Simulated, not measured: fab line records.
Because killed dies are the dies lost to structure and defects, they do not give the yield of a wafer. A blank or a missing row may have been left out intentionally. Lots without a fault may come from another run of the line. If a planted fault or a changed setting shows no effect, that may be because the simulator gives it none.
fab line records | flow nand_harc
record: lots: 12 | wafers: 36 | last_day: 24
route steps=1159 shown P_ZERO_WELL@19 P_GATE@113 END@1159
lots untouched by any fault: they come from a run of this same line in which no faults occurred
start_h: hours from the record's first day to the start of the lot's first wafer shown | wait_h: time in hours since the lot's previous step | " repeats the value in the row above | L1.1+2: a single row standing in for several wafers | - either no value or no given start | * or withheld: withheld | < > ~ a bound
route shown NAME@n: NAME is a module with steps in the file, n the number in the route of the first one | usual: mean/standard deviation of fault-free wafers | same: alike in all rows | chamber/n: place in a boat | sites: each site's reading | _std_site: the values' standard deviation | _edge_site: inner sites' mean taken away from outer sites' mean | radius_mm: how far each site lies from the wafer's centre | mask NAME#n: copy n | behind: the tool/chamber that last shaped the wafer | hold: why the lot went on hold/how many hours it stayed there/how the hold came to an end | device: the n, p or np transistor that did not switch | end of line: the route-end tests of the same wafers | step lacking rows: just its recipe | killed: the dies lost at the first sort to structure and to defects; this is not the yield of the wafer | map: shows each die of a wafer: x if killed, . if not, _ if none is there
set.NAME: setting as actually run; set.NAME@STEP: the setting as run at that earlier step | model.NAME: the simulator's own value behind a step, which no gauge read
steps of the route over a sample of lots; a table a step, a row a wafer
services: the hour from which a tool's chamber was out of use, counted from the record's first day as start_h (under 0 if before that day), plus the number of hours and why
== steps ==
step: NHARC_P_ZERO_WELL_ETCH_63
recipe: target_depth_a: 1200 | time_s: 40.1 | hbr_flow_sccm: 150 | cl2_flow_sccm: 50 | rf_w: 400 | icp_w: 400 | bias_w: 100 | chemistry: HBr/Cl2
usual: drypump_motor_current_A: 5.6/0.45 | oes_product_au: 1.001/0.0071 | rf_fwd_power_W: 394.3/2.3 | throttle_valve_pct: 26.405/0.0088
lot.wafer | tool      | chamber | start_h | wait_h | drypump_motor_current_A | oes_product_au | rf_fwd_power_W | rf_hours_counter_h | throttle_valve_pct
L270.4    | rie_si-03 | 1       | 19.60   | -      | 5.9                     | 1.004          | 394.0          | 0.3                | 26.414
L270.5    | "         | 0       | "       | "      | 5.8                     | 0.993          | 392.8          | -                  | 26.407
L270.6    | "         | 1       | "       | "      | 5.9                     | 1.005          | 396.1          | -                  | 26.397
L271.3    | rie_si-05 | 2       | 25.68   | -      | 5.4                     | 1.000          | 396.9          | 1.2                | 26.414
L271.1    | "         | 3       | "       | "      | 5.7                     | 1.000          | 395.7          | 1.2                | 26.397
L271.6    | "         | 1       | "       | "      | 4.9                     | 1.002          | 394.9          | -                  | 26.400
L272.3    | rie_si-02 | 0       | 31.63   | -      | 5.8                     | 1.001          | 396.1          | 1.4                | 26.400
L272.1    | "         | 2       | "       | "      | 6.2                     | 0.999          | 392.6          | 1.3                | 26.389
L272.6    | "         | 3       | "       | "      | 6.2                     | 0.994          | 396.9          | -                  | 26.402
L273.2    | rie_si-03 | 3       | 37.57   | -      | 5.1                     | 1.005          | 390.4          | 0.3                | 26.409
L273.4    | "         | 1       | "       | "      | 5.9                     | 1.007          | 394.2          | 0.4                | 26.410
L273.6    | "         | 0       | "       | "      | 5.8                     | 0.992          | 393.1          | -                  | 26.423
L277.2    | rie_si-03 | 3       | 61.76   | -      | 5.1                     | 0.992          | 388.1          | 0.6                | 26.407
L277.6    | "         | 0       | "       | "      | 5.8                     | 0.997          | 391.8          | -                  | 26.410
L277.4    | "         | 1       | "       | "      | 5.9                     | 0.997          | 394.8          | -                  | 26.416
L278.4    | rie_si-02 | 2       | 67.65   | -      | 6.3                     | 1.007          | 395.9          | 0.3                | 26.425
L278.3    | "         | 0       | "       | "      | 5.8                     | 0.996          | 395.0          | 0.2                | 26.409
L278.5    | "         | 3       | "       | "      | 6.2                     | 0.993          | 397.1          | -                  | 26.415
L284.2    | rie_si-02 | 1       | 103.70  | -      | 4.9                     | 1.006          | 390.3          | 0.5                | 26.398
L284.4    | "         | 0       | "       | "      | 5.8                     | 1.013          | 395.1          | -                  | 26.404
L284.5    | "         | 1       | "       | "      | 4.9                     | 1.003          | 390.4          | -                  | 26.402
L285.4    | rie_si-03 | 3       | 109.54  | -      | 5.1                     | 0.991          | 390.6          | 1.1                | 26.403
L285.1    | "         | 0       | "       | "      | 5.8                     | 1.000          | 393.0          | 1.0                | 26.406
L285.6    | "         | 3       | "       | "      | 5.1                     | 0.994          | 390.5          | -                  | 26.413
L286.1    | rie_si-05 | 2       | 115.65  | -      | 5.4                     | 1.012          | 395.8          | 0.4                | 26.400
L286.3    | "         | 0       | "       | "      | 5.5                     | 1.016          | 395.8          | 0.4                | 26.404
L286.6    | "         | 2       | "       | "      | 5.4                     | 1.004          | 397.1          | -                  | 26.410
L289.3    | rie_si-02 | 2       | 133.69  | -      | 6.3                     | 1.001          | 393.6          | 0.7                | 26.408
L289.5    | "         | 0       | "       | "      | 5.8                     | 1.005          | 394.3          | -                  | 26.405
L289.6    | "         | 1       | "       | "      | 4.9                     | 0.996          | 389.9          | -                  | 26.399
L291.4    | rie_si-03 | 0       | 145.67  | -      | 5.8                     | 0.984          | 393.0          | 1.2                | 26.398
L291.1    | "         | 1       | "       | "      | 5.9                     | 0.993          | 394.1          | 1.3                | 26.414
L291.2    | "         | 2       | "       | "      | 5.4                     | 0.988          | 393.7          | 1.3                | 26.381
L292.1    | rie_si-03 | 0       | 151.67  | -      | 5.8                     | 1.004          | 393.7          | 1.2                | 26.414
L292.4    | "         | 3       | "       | "      | 5.1                     | 0.996          | 390.8          | 1.4                | 26.423
L292.6    | "         | 1       | "       | "      | 5.9                     | 1.000          | 394.9          | -                  | 26.392
step: NHARC_P_GATE_OXIDE_02
recipe: target_thk_a: 375 | temp_c: 950 | p_h2o_torr: 720 | ox_time_s: 365 | material: SiO2
usual: ox_temp_c: 949.9/0.42
lot.wafer | tool       | chamber | start_h | wait_h | ox_temp_c
L270.4    | furnace-06 | 0       | 82.43   | -      | 950.1
L270.5    | "          | 0       | "       | "      | 949.4
L270.6    | "          | 0       | "       | "      | 949.7
L271.1    | furnace-06 | 0       | 82.43   | -      | 950.0
L271.3    | "          | 0       | "       | "      | 950.7
L271.6    | "          | 0       | "       | "      | 950.4
L272.1    | furnace-07 | 0       | 87.37   | -      | 950.0
L272.3    | "          | 0       | "       | "      | 950.6
L272.6    | "          | 0       | "       | "      | 950.2
L273.2    | furnace-07 | 0       | 98.34   | -      | 949.8
L273.4    | "          | 0       | "       | "      | 950.2
L273.6    | "          | 0       | "       | "      | 950.0
L277.2    | furnace-06 | 0       | 118.57  | -      | 949.4
L277.4    | "          | 0       | "       | "      | 949.3
L277.6    | "          | 0       | "       | "      | 950.2
L277.2    | furnace-06 | 0       | 123.19  | 0.4    | 948.6
L277.4    | "          | 0       | "       | "      | 949.4
L277.6    | "          | 0       | "       | "      | 949.2
L278.3    | furnace-06 | 0       | 118.57  | -      | 949.6
L278.4    | "          | 0       | "       | "      | 949.8
L278.5    | "          | 0       | "       | "      | 948.9
L278.3    | furnace-06 | 0       | 123.19  | 0.4    | 949.9
L278.4    | "          | 0       | "       | "      | 949.9
L278.5    | "          | 0       | "       | "      | 950.4
L284.2    | furnace-06 | 0       | 158.92  | -      | 950.4
L284.4    | "          | 0       | "       | "      | 950.6
L284.5    | "          | 0       | "       | "      | 950.4
L285.1    | furnace-06 | 0       | 158.92  | -      | 949.5
L285.4    | "          | 0       | "       | "      | 949.2
L285.6    | "          | 0       | "       | "      | 949.3
L286.1    | furnace-06 | 0       | 173.67  | -      | 949.9
L286.3    | "          | 0       | "       | "      | 950.2
L286.6    | "          | 0       | "       | "      | 950.5
L289.3    | furnace-07 | 0       | 191.89  | -      | 949.7
L289.5    | "          | 0       | "       | "      | 949.4
L289.6    | "          | 0       | "       | "      | 950.5
L291.1    | furnace-07 | 0       | 202.21  | -      | 950.3
L291.2    | "          | 0       | "       | "      | 949.5
L291.4    | "          | 0       | "       | "      | 950.0
L292.1    | furnace-07 | 0       | 202.21  | -      | 950.0
L292.4    | "          | 0       | "       | "      | 949.9
L292.6    | "          | 0       | "       | "      | 949.7
step: NHARC_P_GATE_ETCH_104
recipe: target_depth_a: 600 | time_s: withheld | cf4_flow_sccm: 100 | chf3_flow_sccm: 30 | ar_flow_sccm: 0 | rf_w: 500 | bias_w: 200 | chemistry: CF4/CHF3
usual: drypump_motor_current_A: 5.8/0.55 | oes_product_au: 0.942/0.019 | rf_fwd_power_W: 492/3.1 | rf_vpp_V: 370.8/2 | showerhead_plenum_p_Torr: 1.58/0.057 | throttle_valve_pct: 16.803/0.0098
lot.wafer | tool        | chamber | start_h | wait_h | drypump_motor_current_A | oes_product_au | rf_fwd_power_W | rf_vpp_V | showerhead_plenum_p_Torr | throttle_valve_pct
L270.4    | rie_diel-09 | 3       | 103.15  | 0.1    | 6.3                     | 0.971          | 496            | 368.0    | 1.55                     | 16.819
L270.6    | "           | 3       | "       | "      | 6.3                     | 0.977          | 495            | 370.5    | 1.55                     | 16.813
L270.5    | "           | 0       | "       | "      | 5.4                     | 0.952          | 495            | 373.3    | 1.63                     | 16.796
L271.1    | rie_diel-08 | 2       | 103.52  | 0.1    | 6.3                     | 0.940          | 492            | 367.6    | 1.50                     | 16.809
L271.3    | "           | 1       | "       | "      | 6.5                     | 0.968          | 490            | 371.4    | 1.63                     | 16.779
L271.6    | "           | 2       | "       | "      | 6.3                     | 0.945          | 492            | 368.8    | 1.50                     | 16.806
L272.3    | rie_diel-08 | 0       | 106.28  | 0.1    | 5.9                     | 0.941          | 490            | 372.8    | 1.65                     | 16.803
L272.1    | "           | 1       | "       | "      | 6.5                     | 0.970          | 493            | 372.7    | 1.63                     | 16.809
L272.6    | "           | 0       | "       | "      | 6.0                     | 0.947          | 490            | 371.2    | 1.65                     | 16.806
L273.2    | rie_diel-09 | 0       | 118.97  | 0.1    | 5.4                     | 0.928          | 494            | 370.8    | 1.63                     | 16.803
L273.4    | "           | 3       | "       | "      | 6.3                     | 0.938          | 496            | 368.9    | 1.55                     | 16.805
L273.6    | "           | 0       | "       | "      | 5.4                     | 0.918          | 496            | 370.6    | 1.63                     | 16.803
L277.4    | rie_diel-09 | 1       | 138.83  | 0.1    | 6.0                     | 0.918          | 488            | 369.6    | 1.53                     | 16.800
L277.2    | "           | 3       | "       | "      | 6.3                     | 0.920          | 496            | 370.6    | 1.55                     | 16.808
L277.6    | "           | 1       | "       | "      | 6.0                     | 0.914          | 488            | 369.2    | 1.53                     | 16.808
L278.4    | rie_diel-09 | 0       | 149.84  | 0.1    | 5.4                     | 0.950          | 494            | 371.7    | 1.63                     | 16.820
L278.3    | "           | 3       | "       | "      | 6.3                     | 0.949          | 495            | 370.5    | 1.55                     | 16.802
L278.5    | "           | 1       | "       | "      | 6.0                     | 0.948          | 491            | 370.1    | 1.53                     | 16.806
L285.1    | rie_diel-09 | 2       | 183.07  | 0.1    | 6.1                     | 0.923          | 488            | 372.4    | 1.64                     | 16.828
L285.4    | "           | 3       | "       | "      | 6.3                     | 0.933          | 495            | 370.8    | 1.55                     | 16.812
L285.6    | "           | 2       | "       | "      | 6.1                     | 0.924          | 489            | 371.8    | 1.63                     | 16.805
L284.4    | rie_diel-08 | 0       | 183.28  | 0.1    | 6.0                     | 0.933          | 490            | 372.4    | 1.64                     | 16.797
L284.2    | "           | 2       | "       | "      | 6.3                     | 0.929          | 493            | 367.1    | 1.49                     | 16.798
L284.5    | "           | 1       | "       | "      | 6.5                     | 0.947          | 488            | 371.3    | 1.62                     | 16.783
L286.3    | rie_diel-07 | 0       | 194.21  | 0.2    | 4.7                     | 0.945          | 492            | 367.2    | 1.47                     | 16.778
L286.1    | "           | 3       | "       | "      | 5.8                     | 0.952          | 489            | 367.3    | 1.49                     | 16.784
L286.6    | "           | 0       | "       | "      | 4.8                     | 0.949          | 491            | 367.1    | 1.47                     | 16.791
L289.3    | rie_diel-07 | 1       | 211.12  | 0.1    | 4.8                     | 0.918          | 497            | 370.6    | 1.60                     | 16.798
L289.5    | "           | 0       | "       | "      | 4.8                     | 0.928          | 491            | 367.6    | 1.47                     | 16.798
L289.6    | "           | 1       | "       | "      | 4.8                     | 0.922          | 495            | 371.8    | 1.60                     | 16.804
L292.1    | rie_diel-09 | 2       | 221.53  | 0.1    | 6.1                     | 0.921          | 489            | 372.4    | 1.63                     | 16.811
L292.4    | "           | 3       | "       | "      | 6.3                     | 0.928          | 494            | 368.6    | 1.55                     | 16.779
L292.6    | "           | 1       | "       | "      | 6.0                     | 0.923          | 489            | 368.3    | 1.53                     | 16.808
L291.4    | rie_diel-07 | 1       | 221.55  | 0.1    | 4.8                     | 0.982          | 496            | 371.8    | 1.60                     | 16.792
L291.1    | "           | 2       | "       | "      | 5.1                     | 0.961          | 496            | 369.5    | 1.59                     | 16.811
L291.2    | "           | 0       | "       | "      | 4.7                     | 0.971          | 492            | 366.9    | 1.47                     | 16.804
step: NHARC_P_GATE_STRIP_108
recipe: o2_flow_sccm: 500 | ar_flow_sccm: 0 | bias_w: 0 | chemistry: O2
usual: drypump_motor_current_A: 5.9/0.51 | oes_product_au: 0.999/0.0082 | rf_vpp_V: 57.8/0.91 | showerhead_plenum_p_Torr: 3.54/0.13 | throttle_valve_pct: 17.036/0.0091
lot.wafer | tool        | chamber | start_h | wait_h | drypump_motor_current_A | oes_product_au | rf_hours_counter_h | rf_vpp_V | showerhead_plenum_p_Torr | throttle_valve_pct
L270.4    | rie_diel-09 | 2       | 103.78  | -      | 6.1                     | 0.999          | 4                  | 58.9     | 3.67                     | 17.034
L270.6    | "           | 0       | "       | "      | 5.5                     | 0.991          | -                  | 59.3     | 3.66                     | 17.045
L270.5    | "           | 1       | "       | "      | 6.0                     | 0.998          | -                  | 57.6     | 3.44                     | 17.033
L271.1    | rie_diel-08 | 3       | 104.94  | -      | 6.3                     | 1.003          | 56                 | 59.0     | 3.66                     | 17.047
L271.3    | "           | 0       | "       | "      | 6.0                     | 0.983          | 55                 | 58.9     | 3.69                     | 17.041
L271.6    | "           | 0       | "       | "      | 5.9                     | 0.985          | -                  | 59.2     | 3.69                     | 17.044
L272.3    | rie_diel-08 | 3       | 106.90  | -      | 6.4                     | 1.011          | 56                 | 57.0     | 3.66                     | 17.020
L272.1    | "           | 0       | "       | "      | 5.9                     | 0.994          | 55                 | 58.3     | 3.69                     | 17.022
L272.6    | "           | 0       | "       | "      | 6.0                     | 1.004          | -                  | 57.7     | 3.69                     | 17.040
L273.4    | rie_diel-09 | 0       | 119.51  | -      | 5.4                     | 0.999          | 8                  | 57.2     | 3.66                     | 17.015
L273.2    | "           | 3       | "       | "      | 6.3                     | 1.003          | 8                  | 58.1     | 3.48                     | 17.027
L273.6    | "           | 1       | "       | "      | 6.0                     | 0.978          | -                  | 57.6     | 3.44                     | 17.046
L277.4    | rie_diel-09 | 0       | 139.56  | -      | 5.5                     | 0.997          | 13                 | 57.3     | 3.66                     | 17.021
L277.2    | "           | 1       | "       | "      | 6.0                     | 0.989          | 13                 | 56.9     | 3.43                     | 17.038
L277.6    | "           | 1       | "       | "      | 6.0                     | 0.983          | -                  | 59.0     | 3.43                     | 17.035
L278.4    | rie_diel-09 | 3       | 150.59  | -      | 6.3                     | 0.996          | 12                 | 58.7     | 3.48                     | 17.035
L278.3    | "           | 1       | "       | "      | 6.0                     | 0.987          | 13                 | 58.4     | 3.43                     | 17.035
L278.5    | "           | 3       | "       | "      | 6.3                     | 0.997          | -                  | 59.0     | 3.48                     | 17.047
L284.4    | rie_diel-08 | 2       | 183.85  | -      | 6.3                     | 0.999          | 24                 | 56.2     | 3.34                     | 17.036
L284.2    | "           | 1       | "       | "      | 6.5                     | 1.014          | 6                  | 58.4     | 3.64                     | 17.047
L284.5    | "           | 2       | "       | "      | 6.3                     | 1.004          | -                  | 58.6     | 3.34                     | 17.033
L285.1    | rie_diel-09 | 0       | 184.49  | -      | 5.4                     | 1.002          | 20                 | 57.6     | 3.65                     | 17.045
L285.4    | "           | 2       | "       | "      | 6.1                     | 0.986          | 20                 | 57.9     | 3.66                     | 17.035
L285.6    | "           | 1       | "       | "      | 6.0                     | 0.984          | -                  | 57.2     | 3.43                     | 17.027
L286.1    | rie_diel-09 | 0       | 195.02  | -      | 5.4                     | 1.004          | 22                 | 57.1     | 3.65                     | 17.019
L286.3    | "           | 2       | "       | "      | 6.1                     | 1.002          | 23                 | 57.5     | 3.66                     | 17.035
L286.6    | "           | 3       | "       | "      | 6.3                     | 1.005          | -                  | 57.7     | 3.48                     | 17.027
L289.3    | rie_diel-07 | 2       | 211.65  | -      | 5.1                     | 1.006          | 56                 | 57.1     | 3.57                     | 17.036
L289.5    | "           | 2       | "       | "      | 5.1                     | 0.993          | -                  | 57.4     | 3.57                     | 17.028
L289.6    | "           | 3       | "       | "      | 5.8                     | 0.999          | -                  | 57.0     | 3.34                     | 17.029
L292.4    | rie_diel-09 | 0       | 222.11  | -      | 5.4                     | 0.977          | 28                 | 57.6     | 3.65                     | 17.027
L292.1    | "           | 3       | "       | "      | 6.3                     | 0.997          | 28                 | 58.2     | 3.47                     | 17.037
L292.6    | "           | 1       | "       | "      | 6.0                     | 0.983          | -                  | 56.9     | 3.42                     | 17.026
L291.4    | rie_diel-09 | 2       | 223.54  | -      | 6.1                     | 0.996          | 29                 | 58.7     | 3.66                     | 17.051
L291.1    | "           | 0       | "       | "      | 5.5                     | 1.002          | 29                 | 57.0     | 3.65                     | 17.027
L291.2    | "           | 1       | "       | "      | 6.0                     | 0.992          | 29                 | 58.3     | 3.42                     | 17.013
step: NHARC_END_SORT_01
recipe: temp_c: 25
usual: killed_at_array: 26/9.9 | killed_at_other: 0.8/1 | killed_at_periphery: 2.8/2.2 | killed_dies: 29/9.9 | killed_open: 3.2/1.8 | killed_short: 2.1/1.4
same: gross_dies: 677
lot.wafer | tool      | chamber | start_h | wait_h | killed_at_array | killed_at_other | killed_at_periphery | killed_dies | killed_open | killed_short
L277.2    | prober-01 | 0       | 491.08  | 2.8    | 48              | 0               | 629                 | 677         | 3           | 3
L277.4    | prober-01 | 0       | 492.68  | 3.4    | 42              | 1               | 634                 | 677         | 3           | 0
L277.6    | prober-01 | 0       | 494.28  | 4.0    | 35              | 1               | 641                 | 677         | 2           | 5
L278.3    | prober-02 | 0       | 498.12  | 3.1    | 25              | 0               | 652                 | 677         | 5           | 3
L278.4    | prober-02 | 0       | 498.94  | 3.4    | 16              | 1               | 660                 | 677         | 2           | 3
L278.5    | prober-02 | 0       | 499.75  | 3.7    | 17              | 2               | 658                 | 677         | 1           | 0
killed by level:class
L277.2 P_GATE:area_oxide=627 A_CHANNEL_HOLE_D1:chamber_film_flake=18 A_SLIT:chamber_film_flake=15 A_STAIRCASE:chamber_film_flake=8 A_CONTACT:chamber_film_flake=3 P_GATE:geometric_particle:short=1 P_CONTACT:geometric_particle:open=1 A_CHANNEL_HOLE_D1:geometric_particle:short=1
L277.4 P_GATE:area_oxide=632 A_CHANNEL_HOLE_D1:chamber_film_flake=18 A_SLIT:chamber_film_flake=13 A_STAIRCASE:chamber_film_flake=5 P_STI:chamber_film_flake=2 A_CONTACT:chamber_film_flake=2 A_ONON_D1:geometric_particle:open=1 A_WL_FILL:geometric_particle:open=1
L277.6 P_GATE:area_oxide=637 A_CHANNEL_HOLE_D1:chamber_film_flake=14 A_SLIT:chamber_film_flake=11 A_ONON_D1:geometric_particle:short=2 P_ZERO_WELL:chamber_film_flake=2 A_CONTACT:chamber_film_flake=2 P_GATE:geometric_particle:short=1 P_CONTACT:geometric_particle:open=1
L278.3 P_GATE:area_oxide=651 A_CONTACT:chamber_film_flake=8 A_CONTACT:geometric_particle:open=3 A_CHANNEL_FILL_D1:chamber_film_flake=3 A_STAIRCASE:chamber_film_flake=3 A_SGD_CUT:geometric_particle:short=2 A_CHANNEL_HOLE_D1:chamber_film_flake=2 A_ONON_D1:geometric_particle:open=1
L278.4 P_GATE:area_oxide=659 A_STAIRCASE:chamber_film_flake=4 A_CONTACT:chamber_film_flake=4 A_CHANNEL_FILL_D1:geometric_particle:short=2 A_CHANNEL_FILL_D1:geometric_particle:open=1 A_SGD_CUT:geometric_particle:short=1 A_CONTACT:geometric_particle:open=1 P_GATE:chamber_film_flake=1
L278.5 P_GATE:area_oxide=658 A_CONTACT:chamber_film_flake=7 A_STAIRCASE:chamber_film_flake=5 A_CHANNEL_HOLE_D1:chamber_film_flake=3 HYBRID_BOND:chamber_film_flake=2 A_BLC:geometric_particle:open=1 A_WL_FILL:chamber_film_flake=1
== services ==
tool        | chamber | start_h | hours | kind
rie_si-02   | 1       | 28.63   | 6.5   | repair
rie_si-02   | -       | 34.00   | 9.0   | pm
rie_si-03   | 0       | 37.71   | 4.3   | repair
rie_diel-07 | -       | 51.33   | 9.0   | pm
rie_si-03   | 2       | 60.58   | 5.2   | repair
rie_si-05   | -       | 62.00   | 9.0   | pm
rie_diel-09 | -       | 77.10   | 9.0   | pm
rie_si-02   | 2       | 88.51   | 29.4  | repair
rie_diel-08 | 3       | 91.78   | 2.1   | repair
rie_diel-07 | -       | 93.99   | 0.3   | repair
furnace-06  | -       | 112.15  | 1.5   | repair
rie_diel-08 | -       | 124.80  | 9.0   | pm
rie_diel-08 | 1       | 136.12  | 32.4  | repair
rie_diel-08 | 3       | 151.84  | 16.2  | repair
rie_si-03   | -       | 155.00  | 9.0   | pm
rie_si-05   | 0       | 163.42  | 3.9   | repair
rie_si-03   | 2       | 178.95  | 4.7   | repair
rie_si-03   | 0       | 180.84  | 2.4   | repair
rie_si-03   | 0       | 190.97  | 4.8   | repair
rie_si-02   | 2       | 197.59  | 38.4  | repair
furnace-06  | -       | 198.00  | 26.0  | pm
rie_si-03   | 2       | 204.98  | 12.3  | repair
rie_si-02   | -       | 211.00  | 9.0   | pm
rie_si-02   | 1       | 223.09  | 3.3   | repair
== key ==
first_sign: step: NHARC_P_GATE_OXIDE_02 | reading: visit | direction: added
effect: step: NHARC_END_SORT_01 | reading: killed_at_periphery | direction: up | sigmas: 99+ | usual: 2.8 | struck: 645.7
more_kills_born_at: NHARC_P_GATE_OXIDE_02@furnace-06: 3864
met_at NHARC_P_GATE_OXIDE_02
struck_lots L277,L278
later_rows_left_out L277.2,L277.4,L277.6,L278.3,L278.4,L278.5
tester_left_out L277,L278
not_acting_at NHARC_P_ZERO_WELL_ETCH_63,NHARC_P_GATE_ETCH_104,NHARC_P_GATE_STRIP_108
fault: kind: repeated_step_whole | tool: furnace-01,furnace-06,furnace-07 | chamber: - | onset_h: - | steps: NHARC_P_GATE_OXIDE_02 | times: 1 | scope: struck_lots_only
tester_left_out: of these lots the tester's yield and bins aren't shown, on N5 and GAA mostly nor the transistor test; their killed dies are dies lost to structure and defects alone, not to doping, threshold or leakage, so they don't give the yield
later_rows_left_out: the simulator's readings of these wafers behind a module that went badly wrong aren't trusted and aren't shown, but for the sort
